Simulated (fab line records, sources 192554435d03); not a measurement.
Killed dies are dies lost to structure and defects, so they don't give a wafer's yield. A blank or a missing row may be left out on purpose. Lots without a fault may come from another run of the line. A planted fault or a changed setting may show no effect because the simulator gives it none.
fab line records | flow n5_finfet
record lots=4 wafers=12 last_day=17
route steps=1938 shown BEOL_M4@1099 BEOL_M5@1112 BEOL_M12@1656 PASSIVATION@1936
lots that met no fault: from a run of the same line without faults
start_h: hours from the record's first day to the start of the lot's first wafer shown | wait_h: hours since the lot's step before | " the same as in the row above | L1.1+2: a row that stands for several wafers | - no value, or no start given | * or withheld: withheld | < > ~ a bound
route shown NAME@n: a module of which the file shows steps, and the number in the route of the first | usual: mean/standard deviation of fault-free wafers | same: alike in all rows | chamber/n: place in a boat | sites: the reading at each site | _std_site: their standard deviation | _edge_site: outer sites' mean less inner sites' | radius_mm: how far each site lies from the wafer's centre | mask NAME#n: copy n | behind: the tool/chamber that last shaped the wafer | hold: why the lot was held/for how many hours/how that ended | device: the transistor (n, p or np) that didn't switch | end of line: the same wafers' tests at the end of the route | a step without rows: its recipe alone | killed: dies lost to structure and defects at the first sort, not the wafer's yield | map: a wafer's dies, x killed, . not, _ none there
set.NAME: the setting as run; set.NAME@STEP: as run at that earlier step | model.NAME: the simulator's own value behind a step, which no gauge read
lots at some steps of the route; a table a step, a row a wafer
services: from which hour (start_h, from the record's first day; less than 0 if before it) a tool's chamber was out of use, for how many hours, and why
## steps
# step N5_BEOL_M4_ANNEAL_95
# recipe temp_c=400 time_s=240 ambient=vacuum
# step N5_BEOL_M4_SPUTTER_96
# recipe material=Cu target_thk_a=45 temp_c=-20 chamber_pressure_pa=0.07 power_w=withheld time_s=8.29
# step N5_BEOL_M4_ECD_50
# recipe material=Cu target_thk_a=3000
# step N5_BEOL_M4_ANNEAL_51
# recipe temp_c=225 time_s=90 ambient=N2
# step N5_BEOL_M4_CMP_52
# recipe stop_on=SiOC t_overpolish_s=6.8 down_force_psi=1 platen_rpm=50 clearing_platen_down_force_psi=1.5 clearing_platen_rpm=50 post_cmp_clean=cu_alkaline target_thk_nm=40 clearing_platen_pad_velocity_m_s=0.99484 pad_velocity_m_s=0.99484
# step N5_BEOL_M4_PRE_CLEAN_60
# recipe gas=NH3/H2 time_s=15 temp_c=* rf_power_w=300
# step N5_BEOL_M4_CO_CAP_55
# recipe material=Co target_thk_a=20 temp_c=200 precursor=CCTBA/H2 pressure_torr=30 time_s=102.1
# step N5_BEOL_M4_PRE_CLEAN_56
# recipe gas=NH3 time_s=15 temp_c=withheld rf_power_w=300
# step N5_BEOL_M4_DEP_57
# recipe material=SiCN target_thk_a=80 temp_c=withheld precursor=3MS/NH3 pressure_torr=3 rf_w=202 time_s=14
# step N5_BEOL_M4_RC_MEAS_101
# usual DIBL_N=35.9/1.4 DIBL_P=35.9/1.7 IOFF_N=0.160/0.026 IOFF_P=0.21/0.036 ION_N=672/11 ION_P=461/8.1 SS_N=71.4/0.54 SS_P=73.2/0.67 VT_N=249.3/2.7 VT_P=-250/3.9
# columns lot.wafer tool chamber start_h wait_h DIBL_N[mV/V] DIBL_P[mV/V] IOFF_N[nA/um] IOFF_P[nA/um] ION_N[uA/um] ION_P[uA/um] SS_N[mV/dec] SS_P[mV/dec] VT_N[mV] VT_P[mV]
L887.1 prober-02 0 221.02 0.0 35.1 33.8 0.134 0.17 663 457 71.3 72.8 250.4 -255
L887.2 " 0 " " 34.6 33.7 0.127 0.18 668 459 70.5 72.7 252.8 -251
L887.6 " 0 " " 37.1 36.7 0.169 0.23 677 460 71.7 72.7 246.9 -247
L886.1 prober-02 0 222.54 0.0 36.5 37.2 0.165 0.20 676 456 71.3 73.7 249.1 -252
L886.4 " 0 " " 36.6 37.3 0.167 0.19 679 461 71.5 73.8 248.0 -256
L886.5 " 0 " " 36.2 37.1 0.164 0.19 683 459 70.6 73.5 249.2 -253
L896.3 prober-01 0 276.71 0.3 33.5 34.0 0.117 0.17 658 454 71.0 71.9 252.2 -251
L896.5 " 0 " " 36.8 36.8 0.183 0.21 661 453 72.2 72.8 247.1 -247
L896.6 " 0 " " 35.8 35.9 0.159 0.20 665 457 71.8 72.4 249.5 -250
L899.1 prober-02 0 291.59 0.0 37.4 37.5 0.186 0.24 686 467 71.7 73.2 244.6 -249
L899.3 " 0 " " 36.3 35.5 0.146 0.21 669 461 71.2 72.5 250.1 -248
L899.6 " 0 " " 37.3 36.0 0.164 0.21 661 456 71.2 73.2 250.7 -252
# step N5_BEOL_M5_ILD_DEP_00
# recipe material=SiCOH_lowk target_thk_a=1406.4 temp_c=300 precursor=DEMS/porogen pressure_torr=5 rf_w=500 time_s=25.9
# step N5_BEOL_M5_CURE_79
# recipe temp_c=385 time_s=240 ambient=He/Ar material=SiCOH_lowk
# step N5_BEOL_M5_PECVD_70
# recipe material=SiO2 target_thk_a=160 temp_c=400 precursor=TEOS/O2 pressure_torr=5.5 rf_w=450 teos_flow_sccm=53.8 gas=O2 flow_sccm=3000 time_s=18
# step N5_BEOL_M5_HM_DEP_02
# recipe material=TiN target_thk_a=200 temp_c=25 chamber_pressure_pa=0.49996
# step N5_BEOL_M5_COAT_59
# recipe resist=SOC temp_c=250 time_s=60 spin_rpm=1500 resist_thk_nm=60
# step N5_BEOL_M5_COAT_60
# recipe resist=SiARC temp_c=220 time_s=60 spin_rpm=1500 resist_thk_nm=12
# step N5_BEOL_M5_COAT_71
# recipe resist=underlayer temp_c=205 time_s=60 spin_rpm=1500 resist_thk_nm=5
# step N5_BEOL_M5_COAT_05
# recipe resist=CAR-EUV spin_rpm=1500 resist_thk_nm=30
# step N5_BEOL_M5_EBR_07
# recipe solvent=PGMEA ebr_width_mm=1.5
# step N5_BEOL_M5_SOFTBAKE_06
# recipe temp_c=110 time_s=60 resist=CAR-EUV
# step N5_BEOL_M5_EXPOSE_08
# recipe mask_id=M5 na=0.33 source_shape=annular sigma_inner=0.4 sigma_outer=0.8 polarization=unpolarized target_cd_nm=28 dose_mj=35.75
# step N5_BEOL_M5_PEB_09
# recipe peb_temp_c=100 peb_time_s=60 resist=CAR-EUV
# step N5_BEOL_M5_DEVELOP_10
# recipe develop_time_s=30 developer=TMAH resist=CAR-EUV rinse_liquid=surfactant_rinse dry=air_spin dev_temp_c=23
# step N5_BEOL_M5_DESCUM_16
# recipe chemistry=O2 time_s=7 source_power_w=50 bias_power_w=20 pressure_mtorr=20 rf_frequency_hz=2.712e+07 temp_c=40 resist=CAR-EUV o2_flow_sccm=225
# step N5_BEOL_M5_ETCH_72
# recipe chemistry=N2/H2 target=underlayer target_depth_a=65 mask_material=CAR-EUV time_s=5.2 ion_energy_ev=200 pressure_mtorr=30 source_w=840 bias_w=150 n2_flow_sccm=200 h2_flow_sccm=200 ends=cleared
# step N5_BEOL_M5_ETCH_61
# recipe chemistry=CF4 target=SiARC target_depth_a=156 mask_material=CAR-EUV time_s=26 ion_energy_ev=80 pressure_mtorr=40 source_w=545 bias_w=36 Ar_flow_sccm=100 cf4_flow_sccm=100 ends=cleared
# step N5_BEOL_M5_ETCH_62
# recipe chemistry=N2/H2 target=SOC target_depth_a=750 overetch_a=150 mask_material=SiARC temp_c=40 time_s=112.5 ion_energy_ev=200 pressure_mtorr=30 source_w=840 bias_w=150 n2_flow_sccm=200 h2_flow_sccm=200
# step N5_BEOL_M5_STRIP_63
# recipe chemistry=N2/H2 temp_c=40 n2_flow_sccm=200 h2_flow_sccm=200 rf_frequency_hz=6e+07
# step N5_BEOL_M5_STRIP_73
# recipe chemistry=N2/H2 temp_c=40 n2_flow_sccm=200 h2_flow_sccm=200 rf_frequency_hz=6e+07
# step N5_BEOL_M5_STRIP_64
# recipe chemistry=CF4 resist=SiARC power_w=300 bias_power_w=75 pressure_mtorr=50 cf4_flow_sccm=150 rf_frequency_hz=6e+07
# step N5_BEOL_M5_HM_OPEN_17
# recipe chemistry=Cl2/BCl3 target_depth_a=200 overetch_a=60 target=TiN mask_material=SOC ion_energy_ev=150 pressure_mtorr=10 icp_w=1000 bias_w=126 Cl2_flow_sccm=53.25 bcl3_flow_sccm=21.75 Ar_flow_sccm=25
# step N5_BEOL_M5_STRIP_19
# recipe chemistry=O2 power_w=400 temp_c=40 pressure_mtorr=30 rf_frequency_hz=6e+07 bias_power_w=0 overash_fraction=0.2 o2_flow_sccm=225
# step N5_BEOL_M5_COAT_65
# recipe resist=SOC temp_c=250 time_s=60 spin_rpm=1500 resist_thk_nm=60
# step N5_BEOL_M5_COAT_66
# recipe resist=SiARC temp_c=220 time_s=60 spin_rpm=1500 resist_thk_nm=12
# step N5_BEOL_M12_DEP_53
# recipe material=SiCN target_thk_a=300 temp_c=withheld precursor=3MS/NH3 pressure_torr=3 rf_w=675 time_s=10.5
# usual chamber_pressure_Torr=3.001/0.0072 rf_fwd_power_W=664/3.3 showerhead_plenum_p_Torr=4.151/0.022 throttle_valve_pct=18.2/0.57
# columns lot.wafer tool chamber start_h wait_h chamber_pressure_Torr rf_fwd_power_W showerhead_plenum_p_Torr throttle_valve_pct
L887.1 pecvd-01 2 286.28 0.0 - - - -
L887.2 " 1 " " - - - -
L887.6 " 0 " " - - - -
L886.1 pecvd-02 2 289.91 0.0 - - - -
L886.4 " 0 " " - - - -
L886.5 " 2 " " - - - -
L896.3 pecvd-04 0 350.58 0.0 3.000 665 4.153 18.5
L896.5 " 2 " " 3.007 662 4.121 18.7
L896.6 " 1 " " 3.009 657 4.136 17.6
L899.1 pecvd-01 2 368.15 0.0 3.002 664 4.182 17.8
L899.3 " 2 " " 3.007 661 4.176 17.8
L899.6 " 0 " " 3.007 667 4.145 18.6
# step N5_PASSIVATION_PROBE_49
# usual defect_limited_yield=90.9/1.5 killed_at_M0_to_M3=35/10 killed_at_M4_up=14/5.2 killed_at_contacts=13/7.3 killed_at_front_end=42/12 killed_at_other=3.4/2.5 killed_dies=108/18 killed_on_rim=14/4.2 killed_open=70/13 killed_short=35/8 sort_bin_5_function=5.4/1 sort_bin_6_memory=3.4/0.71 sort_n_pass=1072/18 sort_yield_pct=90.9/1.5
# same gross_dies=1180 killed_at_back_side=0 sort_bin_4_leakage[%]=0 sort_bin_8_speed[%]=0
# columns lot.wafer tool chamber start_h wait_h defect_limited_yield[%] killed_at_M0_to_M3 killed_at_M4_up killed_at_contacts killed_at_front_end killed_at_other killed_dies killed_on_rim killed_open killed_short sort_bin_5_function[%] sort_bin_6_memory[%] sort_n_pass sort_yield_pct[%]
L887.1 prober-01 - 317.48 0.0 0 46 1078 4 51 1 1180 152 80 33 96.2 3.6 0 0
L887.2 prober-01 - 317.53 0.1 0 45 1077 13 43 2 1180 152 76 39 95.9 3.8 0 0
L887.6 prober-01 - 317.73 0.3 0 33 1094 18 33 2 1180 152 63 35 96.2 3.4 0 0
L886.1 prober-02 - 325.37 0.0 0 54 1073 13 33 7 1180 152 69 42 95.6 4.2 0 0
L886.4 prober-02 - 325.52 0.2 0 62 1055 12 41 10 1180 152 84 47 95.2 4.7 0 0
L886.5 prober-02 - 325.57 0.2 0 49 1084 13 30 4 1180 152 92 21 95.9 3.7 0 0
L896.6 prober-02 - 382.24 0.3 93.0 27 6 10 35 5 83 8 48 32 3.6 3.0 1097 93.0
# killed by level:class
L887.1 BEOL_M12:area_dep=1065 STI_FIN_REVEAL:geometric_particle:open=22 BEOL_M3:geometric_particle:open=11 BEOL_M0_SAQP:geometric_particle:open=10 BEOL_M0_SAQP:geometric_particle:short=6 BEOL_M1:geometric_particle:open=6 FIN_SAQP:geometric_particle:open=5 BEOL_M0:geometric_particle:short=5
L887.2 BEOL_M12:area_dep=1065 BEOL_M3:geometric_particle:open=13 STI_FIN_REVEAL:geometric_particle:open=12 BEOL_M0_SAQP:geometric_particle:short=11 BEOL_M0_SAQP:geometric_particle:open=10 MOL_CONTACT_COAG:geometric_particle:open=9 FIN_SAQP:geometric_particle:open=6 GATE_CUT:geometric_particle:open=6
L887.6 BEOL_M12:area_dep=1081 MOL_CONTACT_COAG:geometric_particle:open=14 BEOL_M3:geometric_particle:open=11 STI_FIN_REVEAL:geometric_particle:open=9 BEOL_M0_SAQP:geometric_particle:short=7 BEOL_M0_SAQP:geometric_particle:open=6 GATE_CUT:geometric_particle:short=5 BEOL_M4:geometric_particle:open=5
L886.1 BEOL_M12:area_dep=1067 BEOL_M1:geometric_particle:open=15 MOL_CONTACT_COAG:geometric_particle:open=11 BEOL_M2:geometric_particle:short=10 FIN_SAQP:geometric_particle:short=8 BEOL_M3:geometric_particle:open=8 BEOL_M2:geometric_particle:open=7 FIN_SAQP:geometric_particle:open=6
L886.4 BEOL_M12:area_dep=1044 BEOL_M1:geometric_particle:open=14 BEOL_M0_SAQP:geometric_particle:open=12 BEOL_M0_SAQP:geometric_particle:short=10 BEOL_M2:geometric_particle:open=10 FIN_SAQP:geometric_particle:short=8 MOL_CONTACT_COAG:geometric_particle:open=8 BEOL_M3:geometric_particle:open=8
L886.5 BEOL_M12:area_dep=1065 BEOL_M3:geometric_particle:open=17 FIN_SAQP:geometric_particle:open=11 MOL_CONTACT_COAG:geometric_particle:open=10 BEOL_M1:geometric_particle:open=9 BEOL_M0_SAQP:geometric_particle:open=8 BEOL_M4:geometric_particle:open=8 BEOL_M2:geometric_particle:open=7
L896.6 MOL_CONTACT_COAG:geometric_particle:open=8 BEOL_M1:geometric_particle:open=7 BEOL_M1:geometric_particle:short=6 DUMMY_GATE:geometric_particle:open=5 GATE_CUT:geometric_particle:short=5 BEOL_M5:geometric_particle:open=4 STARTING-WAFER:geometric_particle:short=4 FIN_SAQP:geometric_particle:short=3
# map L886.1 (x killed, . not)
_________________xxxxxxxxxxxx________________
______________xxxxxxxxxxxxxxxxxx_____________
___________xxxxxxxxxxxxxxxxxxxxxxxx__________
__________xxxxxxxxxxxxxxxxxxxxxxxxxx_________
________xxxxxxxxxxxxxxxxxxxxxxxxxxxxxx_______
_______xxxxxxxxxxxxxxxxxxxxxxxxxxxxxxxx______
______xxxxxxxxxxxxxxxxxxxxxxxxxxxxxxxxxx_____
_____xxxxxxxxxxxxxxxxxxxxxxxxxxxxxxxxxxxx____
____xxxxxxxxxxxxxxxxxxxxxxxxxxxxxxxxxxxxxx___
___xxxxxxxxxxxxxxxxxxxxxxxxxxxxxxxxxxxxxxxx__
___xxxxxxxxxxxxxxxxxxxxxxxxxxxxxxxxxxxxxxxx__
__xxxxxxxxxxxxxxxxxxxxxxxxxxxxxxxxxxxxxxxxxx_
__xxxxxxxxxxxxxxxxxxxxxxxxxxxxxxxxxxxxxxxxxx_
_xxxxxxxxxxxxxxxxxxxxxxxxxxxxxxxxxxxxxxxxxxxx
_xxxxxxxxxxxxxxxxxxxxxxxxxxxxxxxxxxxxxxxxxxxx
_xxxxxxxxxxxxxxxxxxxxxxxxxxxxxxxxxxxxxxxxxxxx
_xxxxxxxxxxxxxxxxxxxxxxxxxxxxxxxxxxxxxxxxxxxx
_xxxxxxxxxxxxxxxxxxxxxxxxxxxxxxxxxxxxxxxxxxxx
_xxxxxxxxxxxxxxxxxxxxxxxxxxxxxxxxxxxxxxxxxxxx
_xxxxxxxxxxxxxxxxxxxxxxxxxxxxxxxxxxxxxxxxxxxx
_xxxxxxxxxxxxxxxxxxxxxxxxxxxxxxxxxxxxxxxxxxxx
__xxxxxxxxxxxxxxxxxxxxxxxxxxxxxxxxxxxxxxxxxx_
__xxxxxxxxxxxxxxxxxxxxxxxxxxxxxxxxxxxxxxxxxx_
___xxxxxxxxxxxxxxxxxxxxxxxxxxxxxxxxxxxxxxxx__
___xxxxxxxxxxxxxxxxxxxxxxxxxxxxxxxxxxxxxxxx__
____xxxxxxxxxxxxxxxxxxxxxxxxxxxxxxxxxxxxxx___
_____xxxxxxxxxxxxxxxxxxxxxxxxxxxxxxxxxxxx____
______xxxxxxxxxxxxxxxxxxxxxxxxxxxxxxxxxx_____
_______xxxxxxxxxxxxxxxxxxxxxxxxxxxxxxxx______
________xxxxxxxxxxxxxxxxxxxxxxxxxxxxxx_______
__________xxxxxxxxxxxxxxxxxxxxxxxxxx_________
___________xxxxxxxxxxxxxxxxxxxxxxxx__________
______________xxxxxxxxxxxxxxxxxx_____________
_________________xxxxxxxxxxxx________________
# map L887.1 (x killed, . not)
_________________xxxxxxxxxxxx________________
______________xxxxxxxxxxxxxxxxxx_____________
___________xxxxxxxxxxxxxxxxxxxxxxxx__________
__________xxxxxxxxxxxxxxxxxxxxxxxxxx_________
________xxxxxxxxxxxxxxxxxxxxxxxxxxxxxx_______
_______xxxxxxxxxxxxxxxxxxxxxxxxxxxxxxxx______
______xxxxxxxxxxxxxxxxxxxxxxxxxxxxxxxxxx_____
_____xxxxxxxxxxxxxxxxxxxxxxxxxxxxxxxxxxxx____
____xxxxxxxxxxxxxxxxxxxxxxxxxxxxxxxxxxxxxx___
___xxxxxxxxxxxxxxxxxxxxxxxxxxxxxxxxxxxxxxxx__
___xxxxxxxxxxxxxxxxxxxxxxxxxxxxxxxxxxxxxxxx__
__xxxxxxxxxxxxxxxxxxxxxxxxxxxxxxxxxxxxxxxxxx_
__xxxxxxxxxxxxxxxxxxxxxxxxxxxxxxxxxxxxxxxxxx_
_xxxxxxxxxxxxxxxxxxxxxxxxxxxxxxxxxxxxxxxxxxxx
_xxxxxxxxxxxxxxxxxxxxxxxxxxxxxxxxxxxxxxxxxxxx
_xxxxxxxxxxxxxxxxxxxxxxxxxxxxxxxxxxxxxxxxxxxx
_xxxxxxxxxxxxxxxxxxxxxxxxxxxxxxxxxxxxxxxxxxxx
_xxxxxxxxxxxxxxxxxxxxxxxxxxxxxxxxxxxxxxxxxxxx
_xxxxxxxxxxxxxxxxxxxxxxxxxxxxxxxxxxxxxxxxxxxx
_xxxxxxxxxxxxxxxxxxxxxxxxxxxxxxxxxxxxxxxxxxxx
_xxxxxxxxxxxxxxxxxxxxxxxxxxxxxxxxxxxxxxxxxxxx
__xxxxxxxxxxxxxxxxxxxxxxxxxxxxxxxxxxxxxxxxxx_
__xxxxxxxxxxxxxxxxxxxxxxxxxxxxxxxxxxxxxxxxxx_
___xxxxxxxxxxxxxxxxxxxxxxxxxxxxxxxxxxxxxxxx__
___xxxxxxxxxxxxxxxxxxxxxxxxxxxxxxxxxxxxxxxx__
____xxxxxxxxxxxxxxxxxxxxxxxxxxxxxxxxxxxxxx___
_____xxxxxxxxxxxxxxxxxxxxxxxxxxxxxxxxxxxx____
______xxxxxxxxxxxxxxxxxxxxxxxxxxxxxxxxxx_____
_______xxxxxxxxxxxxxxxxxxxxxxxxxxxxxxxx______
________xxxxxxxxxxxxxxxxxxxxxxxxxxxxxx_______
__________xxxxxxxxxxxxxxxxxxxxxxxxxx_________
___________xxxxxxxxxxxxxxxxxxxxxxxx__________
______________xxxxxxxxxxxxxxxxxx_____________
_________________xxxxxxxxxxxx________________
## services
# columns tool chamber start_h hours kind
pecvd-01 0 270.45 - calibration
pecvd-01 - 294.03 5.5 pm
pecvd-01 0 336.36 2.1 scheduled_down
pecvd-01 - 343.79 2.8 pm
pecvd-01 1 357.02 16.5 scheduled_down
pecvd-02 - 367.90 1.0 repair
## key
first_sign step=N5_BEOL_M12_DEP_53 reading=tool_record direction=missing
effect step=N5_PASSIVATION_PROBE_49 reading=killed_at_M4_up direction=up sigmas=99+ usual=14 struck=1077
more_kills_born_at N5_BEOL_M12_DEP_53@pecvd-01=3211 N5_BEOL_M12_DEP_53@pecvd-02=3176
met_at N5_BEOL_M12_DEP_53
struck_wafers L886.1,L886.4,L886.5,L887.1,L887.2,L887.6
later_rows_left_out L886.1,L886.4,L886.5,L887.1,L887.2,L887.6
fault kind=skipped_step_whole tool=pecvd-01,pecvd-02 chamber=- onset_h=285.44 steps=N5_BEOL_M12_DEP_53 scope=struck_lots_only
# later_rows_left_out: the simulator's readings of these wafers behind a module that went badly wrong aren't trusted and aren't shown, but for the sort
